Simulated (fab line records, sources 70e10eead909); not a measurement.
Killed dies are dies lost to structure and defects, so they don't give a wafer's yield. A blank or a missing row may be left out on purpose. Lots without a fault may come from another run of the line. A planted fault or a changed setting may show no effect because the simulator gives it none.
A struck lot beside a sound one | flow nand_harc | 12 steps out of a route of 1302
Sound: wafers L994.1, L994.4, L994.6. Struck: wafers L102.1, L102.5. The cause comes at the end.
At each step with rows: each side's tool, then ch and its chambers, then its first start. Under that, the readings that differ: sound wafers | struck wafers | difference of the means | sigmas: that difference in standard deviations of wafers without a fault.
alike: readings whose means differ by less than 2 such deviations, and words and numbers that are the same on both sides. not compared: withheld readings, readings that some wafer has no value for, bounds like >300 that may hide the same value, and numbers for which the record gives no deviation and whose values overlap.
The two part at a step that has a row with sigmas, a row that says differs or no value, or rows on one side only. Numbers that don't overlap but have no deviation are shown without sigmas and don't part them. A reading that every wafer of one side lacks parts them only if that side has two wafers or more.

NHARC_A_SOURCE_PLATE_THK_MEAS_09: measures by ellipsometry.
  sound on film_metro-02, day 11 01:34; struck on film_metro-01, day 14 17:52
  alike: thk_nm
then, 3 steps without rows for these wafers: NHARC_A_SOURCE_PLATE_PVD_04 (deposits WSi2, target thk 50 nm); NHARC_A_SOURCE_PLATE_CVD_03 (deposits poly-Si, target thk 200 nm, time 4000 s); NHARC_A_SOURCE_PLATE_ANNEAL_05 (time 1800 s).
NHARC_A_SOURCE_PLATE_THK_MEAS_06: measures by ellipsometry.
  sound on film_metro-01, day 11 14:48; struck on film_metro-01, day 15 06:56
  alike: thk_nm
NHARC_A_SOURCE_PLATE_INSPECT_08:
  sound on defect_inspect-01, day 11 14:53; struck on defect_inspect-02, day 15 06:59
  alike: raw_defect_count
then, 1 step without rows for these wafers: NHARC_A_ONON_D1_DEP_00 (target thk 1000 nm).
NHARC_A_ONON_D1_THK_MEAS_02: measures by ellipsometry.
  sound on film_metro-02, day 11 15:27; struck on film_metro-01, day 15 07:34
  alike: thk_nm
then, 1 step without rows for these wafers: NHARC_A_ONON_D1_DEP_03 (target thk 1000 nm).
NHARC_A_ONON_D1_THK_MEAS_05: measures by ellipsometry.
  sound on film_metro-01, day 11 16:01; struck on film_metro-02, day 15 08:08
  alike: thk_nm
NHARC_A_ONON_D1_DEP_06: target thk 1000 nm.
  sound on pecvd_onon-02 ch 0, day 11 16:04; struck on pecvd_onon-02 ch 0, day 15 08:11
  alike: n2_flow_sccm
NHARC_A_ONON_D1_THK_MEAS_08: measures by ellipsometry.
  sound on film_metro-02, day 11 16:35; struck on film_metro-02, day 15 08:53
  reading     | sound          | struck    | difference | sigmas
  thk_nm (nm) | 1011 1010 1011 | 1560 1561 | +550       | +64
  not compared: hold

WHERE THEY PART
Only at NHARC_A_ONON_D1_THK_MEAS_08, within this record.

WHY: what the simulator had put in
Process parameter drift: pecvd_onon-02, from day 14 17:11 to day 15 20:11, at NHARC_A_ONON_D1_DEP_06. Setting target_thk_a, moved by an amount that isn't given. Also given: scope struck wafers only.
